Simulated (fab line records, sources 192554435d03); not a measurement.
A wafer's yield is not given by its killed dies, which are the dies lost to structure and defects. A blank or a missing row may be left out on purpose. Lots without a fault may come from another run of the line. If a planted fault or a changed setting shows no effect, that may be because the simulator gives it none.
Matching of chambers / flow n5-finfet / N5_STI_FIN_REVEAL_ALD_14 on ald-sin-01 has 4 sister chambers
The step deposits Si3N4, target thk 3 nm. 27 wafers are shown with their chamber, then 12 later ones without.

WAFERS WITH THEIR CHAMBER
wafer=L077.1; chamber=1; heater-power-w (W)=761
wafer=L077.3; chamber=3; heater-power-w (W)=1185
wafer=L077.5; chamber=2; heater-power-w (W)=763
wafer=L078.4; chamber=1; heater-power-w (W)=745
wafer=L078.5; chamber=0; heater-power-w (W)=700
wafer=L078.6; chamber=3; heater-power-w (W)=1148
wafer=L079.2; chamber=1; heater-power-w (W)=769
wafer=L079.3; chamber=2; heater-power-w (W)=757
wafer=L079.6; chamber=3; heater-power-w (W)=1150
wafer=L080.2; chamber=0; heater-power-w (W)=715
wafer=L080.3; chamber=3; heater-power-w (W)=1161
wafer=L080.5; chamber=3; heater-power-w (W)=1179
wafer=L081.1; chamber=2; heater-power-w (W)=770
wafer=L081.2; chamber=3; heater-power-w (W)=1174
wafer=L081.3; chamber=1; heater-power-w (W)=757
wafer=L081.4; chamber=0; heater-power-w (W)=720
wafer=L081.5; chamber=3; heater-power-w (W)=1158
wafer=L081.6; chamber=2; heater-power-w (W)=787
wafer=L082.1; chamber=2; heater-power-w (W)=747
wafer=L082.4; chamber=1; heater-power-w (W)=738
wafer=L082.6; chamber=3; heater-power-w (W)=1150
wafer=L087.2; chamber=0; heater-power-w (W)=728
wafer=L087.3; chamber=2; heater-power-w (W)=762
wafer=L087.6; chamber=1; heater-power-w (W)=743
wafer=L090.1; chamber=0; heater-power-w (W)=726
wafer=L090.2; chamber=2; heater-power-w (W)=762
wafer=L090.6; chamber=1; heater-power-w (W)=755

SIGNATURES (means of the wafers above)
reading=heater-power-w; chamber 0=717.80; chamber 1=752.57; chamber 2=764.00; chamber 3=1163.12; scatter within a chamber=12.5
Rule: for each reading, subtract the chamber's mean from the wafer's reading, divide by that reading's scatter and square the result; add these up over the readings and take the root, which gives the wafer's distance from the chamber. If the next closest chamber is less than 2 further off than the closest, the wafer can't be placed; otherwise it belongs to the closest. The scatter: take each reading less its chamber's mean, square it, sum over the shown wafers, divide by the number of wafers less the number of chambers, and take the root.

WAFERS WHOSE CHAMBER IS MISSING
wafer=L091.1; heater-power-w (W)=1172
wafer=L091.2; heater-power-w (W)=765
wafer=L091.3; heater-power-w (W)=784
wafer=L092.2; heater-power-w (W)=760
wafer=L092.3; heater-power-w (W)=1155
wafer=L092.6; heater-power-w (W)=728
wafer=L093.1; heater-power-w (W)=803
wafer=L093.2; heater-power-w (W)=738
wafer=L093.6; heater-power-w (W)=751
wafer=L095.2; heater-power-w (W)=1172
wafer=L095.3; heater-power-w (W)=751
wafer=L095.5; heater-power-w (W)=1213

EACH ONE'S CHAMBER
wafer=L091.1; from the rows above=3; in truth=3
wafer=L091.2; from the rows above=can't be placed: 2 or 1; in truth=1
wafer=L091.3; from the rows above=can't be placed: 2 or 1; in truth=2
wafer=L092.2; from the rows above=can't be placed: 2 or 1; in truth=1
wafer=L092.3; from the rows above=3; in truth=3
wafer=L092.6; from the rows above=can't be placed: 0 or 1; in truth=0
wafer=L093.1; from the rows above=can't be placed: 2 or 1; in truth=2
wafer=L093.2; from the rows above=can't be placed: 1 or 0 or 2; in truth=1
wafer=L093.6; from the rows above=can't be placed: 1 or 2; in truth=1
wafer=L095.2; from the rows above=3; in truth=3
wafer=L095.3; from the rows above=can't be placed: 1 or 2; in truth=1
wafer=L095.5; from the rows above=3; in truth=3
Correctly placed: 4 of 12. These rows do not allow placing 8 (true chamber among the candidates in 8). 0 placed wrongly.
